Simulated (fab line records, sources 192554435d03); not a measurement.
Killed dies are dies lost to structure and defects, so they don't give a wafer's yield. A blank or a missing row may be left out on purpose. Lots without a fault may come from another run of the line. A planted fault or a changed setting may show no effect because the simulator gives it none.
Split-lot experiment | flow n5_finfet | 7 lots, 21 wafers read, on a route of 1938 steps

THE SPLIT
At N5_BEOL_M9_COAT_60 (time 60 s, resist thk 30 nm), the setting spin_rpm was moved away from the recipe's 1500 rpm on 4 of the 21 wafers read, by -6.5% to +4.1%. The other wafers ran this setting at the recipe's value.

FROM THE SPLIT TO THE READING: what the file shows between them, 3 steps
- N5_BEOL_M9_COAT_05: resist thk 90 nm
- N5_BEOL_M9_EBR_07
- N5_BEOL_M9_DESCUM_16: chemistry O2, time 7.9 s

THE READING
etch.depth_nm (the simulator's own value, which no gauge read), in nm, at N5_BEOL_M9_ETCH_61 (etches SiARC in CF4, target depth 39 nm, time 65 s). The file gives no usual value for it. The 17 wafers here that ran the recipe average 30.02 nm, standard deviation 0.094 nm.

wafer  | tool, chamber at the split | spin_rpm as run, rpm | against the recipe | etch.depth_nm, nm | against lot-mates on the recipe
L074.3 | litho_track-05, 0          | 1500                 | recipe             | 30.22             | -
L074.5 | litho_track-05, 0          | 1500                 | recipe             | 30.16             | -
L074.6 | litho_track-05, 0          | 1500                 | recipe             | 30.11             | -
L079.1 | litho_track-01, 0          | 1440                 | -4.0%              | 30.57             | +0.58
L079.3 | litho_track-01, 0          | 1500                 | recipe             | 29.97             | -
L079.6 | litho_track-01, 0          | 1500                 | recipe             | 30.02             | -
L086.2 | litho_track-02, 0          | 1500                 | recipe             | 30.03             | -
L086.5 | litho_track-02, 0          | 1500                 | recipe             | 29.97             | -
L086.6 | litho_track-02, 0          | 1500                 | recipe             | 29.98             | -
L085.4 | litho_track-01, 0          | 1561                 | +4.1%              | 29.37             | -0.61
L085.5 | litho_track-01, 0          | 1561                 | +4.1%              | 29.41             | -0.57
L085.6 | litho_track-01, 0          | 1500                 | recipe             | 29.98             | -
L088.1 | litho_track-05, 0          | 1500                 | recipe             | 30.05             | -
L088.5 | litho_track-05, 0          | 1500                 | recipe             | 30.09             | -
L088.6 | litho_track-05, 0          | 1402                 | -6.5%              | 31.08             | +1.01
L092.2 | litho_track-02, 0          | 1500                 | recipe             | 29.95             | -
L092.5 | litho_track-02, 0          | 1500                 | recipe             | 29.82             | -
L092.6 | litho_track-02, 0          | 1500                 | recipe             | 29.89             | -
L096.2 | litho_track-02, 0          | 1500                 | recipe             | 29.98             | -
L096.5 | litho_track-02, 0          | 1500                 | recipe             | 30.08             | -
L096.6 | litho_track-02, 0          | 1500                 | recipe             | 30.05             | -

THE FIT
A straight line over all 21 wafers: etch.depth_nm changes by -0.155 nm for each +1% of spin_rpm; r = -0.97; the points scatter about the line by 0.091 nm.
The same after taking each lot's own level away (the mean of its wafers on the recipe; 21 wafers): -0.149 nm for each +1%; r = -0.99; scatter 0.038 nm.
On that fit, the largest move of spin_rpm shifts the reading by 0.97 nm.
The lots' own levels span 29.887 to 30.163 nm, that is 2.9 times the standard deviation above.
So the lot-to-lot level changes the slope little: the two slopes agree.
Check: with one of the wafers moved furthest among these (-6.5%) left out of the fit, the line predicts +0.944 nm for it against its lot-mates. It came out at +1.01 nm against them.

THE WHOLE CHAIN: every reading that the file lists as answering this split, in the file's order
step               | what it does                                       | reading                                                                          | change (the file's fit)               | r (the file's)
N5_BEOL_M9_COAT_60 | time 60 s, resist thk 30 nm                        | SiARC_of_BEOL_M9_COAT_60.thk_nm (the simulator's own value, which no gauge read) | -0.151 nm for each +1% of the setting | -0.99
N5_BEOL_M9_ETCH_61 | etches SiARC in CF4, target depth 39 nm, time 65 s | etch.depth_nm (the simulator's own value, which no gauge read)                   | -0.15 nm for each +1% of the setting  | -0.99

THE FILE'S OWN FIT
etch.depth_nm changes by -0.15 nm for each +1% of spin_rpm, r = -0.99.
